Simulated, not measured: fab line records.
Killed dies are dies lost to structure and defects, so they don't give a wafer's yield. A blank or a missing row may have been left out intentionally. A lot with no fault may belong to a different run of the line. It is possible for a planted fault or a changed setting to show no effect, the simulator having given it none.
Chamber matching    flow n5Finfet    N5_BEOL_M5_STRIP_36 on rieDiel-03 has 4 sister chambers
The step strips in N2/H2. 4 wafers are shown with their chamber, then 11 later ones without.

## EACH WAFER AND ITS CHAMBER
wafer   chamber  drypumpMotorCurrentA (A)
L087.2  2        4.9
L087.4  1        6.1
L087.5  3        5.9
L090.1  0        6.8

## WAFERS MISSING THEIR CHAMBER
wafer   drypumpMotorCurrentA (A)
L090.4  4.9
L090.5  4.9
L093.3  6.7
L093.4  4.9
L093.6  6.7
L094.1  6.0
L094.4  5.9
L094.5  4.9
L096.3  6.8
L096.5  5.9
L096.6  4.9

## WHICH CHAMBER EACH ONE RAN IN
wafer   from the rows above      in truth
L090.4  2                        2
L090.5  2                        2
L093.3  0                        0
L093.4  2                        2
L093.6  0                        0
L094.1  can't be placed: 1 or 3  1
L094.4  3                        3
L094.5  2                        2
L096.3  0                        0
L096.5  3                        3
L096.6  2                        2
Correctly placed: 10 of 11. From these rows, 1 cannot be placed; in 1 the true chamber is one of the candidates. Wrongly placed: 0.
How it was worked out, from the rows above alone: a wafer's distance from a chamber is the root of the sum, over the readings, of the square of ((its reading less the chamber's mean) divided by the reading's scatter). The wafer belongs to the nearest chamber; if the next one is less than 2 further off, it can't be placed. For every chamber, the mean is computed from those of its wafers that are shown. The scatter: root of mean squared gap, hidden wafer to nearest shown wafer, with one shown wafer a chamber.
